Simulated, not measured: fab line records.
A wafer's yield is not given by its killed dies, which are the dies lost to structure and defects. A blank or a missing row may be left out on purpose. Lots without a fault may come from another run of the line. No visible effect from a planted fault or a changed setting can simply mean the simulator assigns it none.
fab line records | flow n5Finfet | part 2 of 2: steps 31 to 35 of 35
record lots=5 wafers=15 lastDay=16
route steps=1938 shown WELL_APT@39 PMOS_HMC_CHANNEL_EPI@57
lots with no fault: from the same line, run without faults
startH: hours from the record's first day to the start of the lot's first wafer shown | waitH: time in hours since the lot's previous step | " unchanged from the row above | L1.1+2: several wafers, shown together as one row | - no value present, or no start provided | * or withheld: withheld | < > ~ a bound
route shown NAME@n: names a module that has steps shown in the file, with the first one's number in the route | usual: average and standard deviation across the fault-free wafers | same: alike in all rows | chamber/n: place in a boat | sites: each site's reading | _std_site: standard deviation across them | _edge_site: inner sites' mean taken away from outer sites' mean | radiusMm: how far each site lies from the wafer's centre | mask NAME#n: copy n | behind: the tool/chamber that last shaped the wafer | hold: the reason the lot was held/the length of the hold in hours/how it ended | device: the n, p or np transistor that did not switch | end of line: tests of these same wafers at the route's end | where a step has no rows: the recipe by itself | killed: dies lost to structure and defects at the first sort, not the wafer's yield | map: shows each die of a wafer: x if killed, . if not, _ if none is there
set.NAME: the setting as run; set.NAME@STEP: as run at that earlier step | model.NAME: the simulator's own value behind a step, which no gauge read
lots at some steps of the route; a table a step, a row a wafer
services: the hour from which a tool's chamber was out of use, counted from the record's first day as startH (under 0 if before that day), plus the number of hours and why
## steps
# step N5_PMOS_HMC_CHANNEL_EPI_ETCH_32
# recipe chemistry=N2/H2 target=BARC stopOn=SiO2 targetDepthA=858 overEtchFrac=0.3 timeS=50.3 ionEnergyEv=200 maskMaterial=CAR-ArF-block pressureMtorr=30 sourceW=840 biasW=150 n2FlowSccm=200 h2FlowSccm=200
# usual chamberPressureMTorr=30.002/0.029 drypumpMotorCurrentA=5.5/0.38 oesProductAu=0.67/0.065 rfVppV=524.3/2.2 showerheadPlenumPTorr=2.56/0.075 throttleValvePct=17.93/0.28
# columns lot.wafer tool chamber startH waitH chamberPressureMTorr drypumpMotorCurrentA oesProductAu rfHoursCounterH rfVppV showerheadPlenumPTorr throttleValvePct
L075.3 rieDiel-04 0 23.83 0.0 29.957 5.3 0.63 185 527.5 2.65 18.45
L075.4 " 1 " " 30.063 5.6 0.61 202 526.1 2.61 18.10
L075.5 " 1 " " 29.996 5.6 0.61 - 527.6 2.61 18.09
L077.4 rieDiel-01 3 36.28 0.0 30.019 5.3 0.76 48 524.3 2.60 17.94
L077.5 " 0 " " 30.040 6.4 0.59 - 523.0 2.47 17.60
L077.6 " 3 " " 29.963 5.3 0.76 - 525.3 2.60 17.94
L078.1 rieDiel-06 3 41.65 0.0 29.974 4.9 0.66 142 524.3 2.54 17.85
L078.4 " 0 " " 30.017 5.5 0.65 143 520.3 2.44 18.34
L078.5 " 2 " " 29.990 5.4 0.79 - 523.6 2.60 17.39
L083.1 rieDiel-04 2 71.49 0.0 29.981 5.6 0.67 111 522.1 2.44 17.82
L083.3 " 3 " " 29.965 5.1 0.60 231 524.1 2.53 18.16
L083.4 " 1 " " 30.009 5.6 0.61 215 527.7 2.61 18.12
L087.2 rieDiel-06 1 95.39 0.0 30.051 5.8 0.60 210 522.6 2.49 17.64
L087.3 " 0 " " 30.010 5.5 0.65 155 521.6 2.43 18.36
L087.6 " 1 " " 29.973 5.8 0.62 - 522.9 2.49 17.64
# step N5_PMOS_HMC_CHANNEL_EPI_HM_OPEN_15
# recipe chemistry=CHF3/O2 target=SiO2 maskMaterial=CAR-ArF-block targetDepthA=406 CHF3_flow_sccm=50 O2_flow_sccm=5 Ar_flow_sccm=200 timeS=20.3 pressureMtorr=30 sourceW=650 biasW=170 ionEnergyEv=200
# usual chamberPressureMTorr=29.997/0.029 drypumpMotorCurrentA=5.5/0.38 oes_ar_750_au=0.79/0.081 oesProductAu=0.79/0.086 rfVppV=524/12 showerheadPlenumPTorr=2.43/0.072 throttleValvePct=18.94/0.26
# columns lot.wafer tool chamber startH waitH chamberPressureMTorr drypumpMotorCurrentA oes_ar_750_au oesProductAu rfHoursCounterH rfVppV showerheadPlenumPTorr throttleValvePct
L075.3 rieDiel-04 0 23.88 0.0 29.988 5.3 0.73 0.73 185 531 2.51 19.43
L075.4 " 1 " " 30.049 5.6 0.74 0.73 202 527 2.49 19.26
L075.5 " 1 " " 30.036 5.6 0.73 0.72 - 527 2.49 19.28
L077.4 rieDiel-01 3 36.33 0.0 30.025 5.3 0.89 0.91 48 543 2.47 18.93
L077.5 " 0 " " 30.026 6.3 0.69 0.69 - 522 2.37 18.76
L077.6 " 3 " " 30.037 5.3 0.89 0.92 - 542 2.47 18.92
L078.1 rieDiel-06 3 41.69 0.0 30.034 4.9 0.78 0.77 142 503 2.39 18.84
L078.4 " 0 " " 29.957 5.5 0.76 0.77 143 504 2.32 19.26
L078.5 " 2 " " 29.999 5.4 0.92 0.93 - 530 2.47 18.50
L083.1 rieDiel-04 2 71.53 0.0 29.992 5.6 0.80 0.81 111 532 2.31 18.72
L083.3 " 3 " " 30.000 5.1 0.71 0.69 231 511 2.39 19.10
L083.4 " 1 " " 29.960 5.6 0.73 0.72 215 526 2.48 19.28
L087.2 rieDiel-06 1 95.44 0.0 30.012 5.8 0.71 0.71 210 529 2.37 18.72
L087.3 " 0 " " 29.998 5.5 0.75 0.75 155 504 2.31 19.26
L087.6 " 1 " " 30.011 5.7 0.71 0.72 - 528 2.37 18.73
# step N5_PMOS_HMC_CHANNEL_EPI_STRIP_33
# recipe chemistry=N2/H2 powerW=500 tempC=40 pressureMtorr=50 rfFrequencyHz=6e+07 overashFraction=0.3 biasPowerW=8 h2Frac=0.5 n2FlowSccm=300 h2FlowSccm=300
# usual biasPowerW=8.000/0.023 chamberPressureMTorr=50.00/0.089 drypumpMotorCurrentA=5.5/0.38 oesProductAu=0.78/0.084 rfVppV=54.4/1.5 showerheadPlenumPTorr=3.38/0.095 throttleValvePct=19.1/0.44
# columns lot.wafer tool chamber startH waitH biasPowerW chamberPressureMTorr drypumpMotorCurrentA oesProductAu rfHoursCounterH rfVppV showerheadPlenumPTorr throttleValvePct
L075.3 rieDiel-04 0 23.93 0.0 7.984 50.17 5.3 0.73 185 56.2 3.50 19.7
L075.4 " 1 " " 7.995 49.92 5.7 0.71 202 52.5 3.45 18.8
L075.5 " 1 " " 8.008 50.10 5.7 0.72 - 52.4 3.45 18.9
L077.4 rieDiel-01 3 36.38 0.0 8.004 50.02 5.3 0.90 48 53.2 3.43 19.3
L077.5 " 0 " " 7.972 50.03 6.4 0.69 - 51.6 3.27 18.5
L077.6 " 3 " " 8.001 50.17 5.3 0.91 - 54.4 3.43 19.2
L078.1 rieDiel-06 3 41.75 0.0 8.024 50.07 4.9 0.76 142 56.9 3.36 18.8
L078.4 " 0 " " 7.981 49.89 5.5 0.77 143 53.0 3.23 19.7
L078.5 " 2 " " 8.010 50.16 5.4 0.93 - 56.0 3.43 18.3
L083.1 rieDiel-04 2 71.59 0.0 8.031 50.10 5.6 0.77 111 52.5 3.23 19.1
L083.3 " 3 " " 8.044 49.89 5.2 0.68 231 53.5 3.34 19.4
L083.4 " 1 " " 8.006 50.01 5.6 0.71 215 55.5 3.44 18.8
L087.2 rieDiel-06 1 95.49 0.0 7.967 49.93 5.8 0.72 210 53.1 3.30 18.6
L087.3 " 0 " " 7.999 49.97 5.5 0.75 155 53.5 3.22 19.8
L087.6 " 1 " " 8.010 50.16 5.8 0.72 - 52.0 3.30 18.6
# step N5_PMOS_HMC_CHANNEL_EPI_STRIP_17
# recipe chemistry=SPM timeS=750 tempC=130 h2so4H2o2VolRatio=4 dry=ipaMarangoni
# columns lot.wafer tool chamber startH waitH
L075.3+4+5 wetBench-02 7,6,4 24.00 -
L077.4+5+6 wetBench-02 3,1,0 36.45 -
L078.1+4+5 wetBench-02 4,7,2 41.82 -
L083.1+3+4 wetBench-02 6,7,3 71.66 -
L087.2+3+6 wetBench-02 2,4,1 95.56 -
# step N5_PMOS_HMC_CHANNEL_EPI_ETCH_38
# recipe chemistry=CF4 target=SiO2 targetDepthA=15 ionEnergyEv=350 pressureMtorr=10 icpW=800 biasW=400 cf4FlowSccm=80
# usual chamberPressureMTorr=10.000/0.0088 drypumpMotorCurrentA=5.5/0.36 oesProductAu=1.005/0.022 throttleValvePct=21.79/0.25
# columns lot.wafer tool chamber startH waitH chamberPressureMTorr drypumpMotorCurrentA oesProductAu rfHoursCounterH throttleValvePct
L075.3 rieSi-01 0 24.24 0.0 9.993 5.4 0.998 192 21.64
L075.4 " 3 " " 9.997 5.6 0.975 108 21.87
L075.5 " 1 " " 10.004 5.8 0.990 - 21.96
L077.4 rieSi-03 2 36.70 0.0 9.992 6.0 0.996 81 21.65
L077.5 " 1 " " 9.995 5.2 1.003 - 22.16
L077.6 " 0 " " 10.002 5.1 1.052 - 22.02
L078.1 rieSi-05 2 42.07 0.0 10.016 5.5 1.002 60 21.18
L078.4 " 0 " " 10.010 6.2 1.012 193 21.89
L078.5 " 0 " " 10.003 6.3 1.014 - 21.89
L083.1 rieSi-01 2 71.89 0.0 9.996 5.8 0.969 127 21.41
L083.3 " 3 " " 9.992 5.6 0.966 109 21.89
L083.4 " 0 " " 10.010 5.4 0.996 193 21.64
L087.2 rieSi-05 0 95.80 0.0 9.990 6.3 1.021 194 21.90
L087.3 " 1 " " 9.989 5.1 0.991 131 21.56
L087.6 " 2 " " 9.999 5.5 0.988 - 21.19
## services
# columns tool chamber startH hours kind
rieDiel-01 3 0.34 4.2 repair
implanter-01 - 1.48 2.4 repair
rtpAnneal-01 - 3.37 4.3 pm
rieDiel-04 0 4.09 4.6 repair
rieDiel-02 1 4.72 9.4 repair
wetBench-06 - 6.45 1.9 pm
implanter-02 - 7.21 5.4 pm
rieDiel-02 - 7.80 4.0 pm
krfScanner-02 - 10.15 1.0 pm
epiRpcvd-02 - 12.49 0.8 pm
rieDiel-02 - 13.53 2.8 pm
arfiScanner-02 - 14.13 1.0 pm
rieDiel-06 0 21.96 4.4 repair
rieDiel-06 3 30.06 11.4 repair
epiRpcvd-02 - 32.64 2.0 repair
arfiScanner-02 - 35.74 2.4 repair
rieDiel-04 2 37.64 11.9 repair
krfScanner-02 - 47.96 3.6 pm
rieDiel-04 0 50.91 2.4 repair
rieDiel-06 1 53.48 4.6 repair
epiRpcvd-02 - 60.88 0.5 repair
implanter-01 - 66.76 4.1 pm
wetBench-04 - 70.67 1.9 pm
arfiScanner-02 - 77.51 1.5 pm
